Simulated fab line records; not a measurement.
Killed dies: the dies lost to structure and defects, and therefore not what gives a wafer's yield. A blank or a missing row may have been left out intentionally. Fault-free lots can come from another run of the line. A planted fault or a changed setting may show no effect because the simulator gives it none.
Chamber matching	flow nandHarc	rieDiel-02 running NHARC_P_BONDPAD_ETCH_37: 4 sister chambers
The step etches the open film in N2/H2, target depth 60 nm, overetch 18 nm, time 65.91 s. 17 wafers are shown with their chamber, then 8 later ones without.

WAFERS PAIRED WITH THEIR CHAMBERS
wafer	chamber	drypumpMotorCurrentA (A)	rfVppV (V)	runLengthS (s)
L916.1	1	5.7	427.2	87.7
L916.2	3	6.2	433.5	88.1
L916.4	2	5.7	428.4	86.8
L917.3	1	5.7	427.4	87.8
L917.4	0	5.5	434.3	87.5
L917.5	3	6.1	433.7	87.6
L919.1	3	6.2	432.2	87.7
L919.4	1	5.7	427.2	87.7
L919.5	1	5.7	427.7	87.6
L920.1	2	5.6	426.9	86.8
L920.2	0	5.5	433.7	87.2
L920.6	1	5.7	425.2	87.6
L921.2	2	5.7	428.2	87.0
L921.3	3	6.2	432.7	87.3
L921.6	1	5.7	428.6	87.7
L924.2	2	5.7	427.8	86.8
L924.6	0	5.5	434.3	87.6

SIGNATURES, as means of the wafers listed above
reading	chamber 0	chamber 1	chamber 2	chamber 3	scatter within a chamber
drypumpMotorCurrentA	5.500	5.700	5.675	6.175	0.034
rfVppV	434.100	427.217	427.825	433.025	0.845
runLengthS	87.433	87.683	86.850	87.675	0.191
Rule: for each reading, subtract the chamber's mean from the wafer's reading, divide by that reading's scatter and square the result; add these up over the readings and take the root, which gives the wafer's distance from the chamber. If the next closest chamber is less than 2 further off than the closest, the wafer can't be placed; otherwise it belongs to the closest. The scatter: take each reading less its chamber's mean, square it, sum over the shown wafers, divide by the number of wafers less the number of chambers, and take the root.

WAFERS WITH NO CHAMBER GIVEN
wafer	drypumpMotorCurrentA (A)	rfVppV (V)	runLengthS (s)
L925.3	5.7	428.3	87.4
L925.5	5.5	433.2	87.2
L932.1	6.2	433.8	87.6
L932.4	5.7	428.2	88.3
L932.6	5.5	434.2	87.3
L937.3	5.5	433.5	87.5
L937.4	5.7	427.6	87.7
L937.6	5.7	426.6	86.9

THE CHAMBER EACH PASSED THROUGH
wafer	from the rows above	in truth
L925.3	can't be placed: 1 or 2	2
L925.5	0	0
L932.1	3	3
L932.4	1	1
L932.6	0	0
L937.3	0	0
L937.4	1	1
L937.6	2	2
Placed correctly: 7 of 8. Not placeable from these rows: 1 (in 1, the candidates include the true chamber). Number placed wrongly: 0.
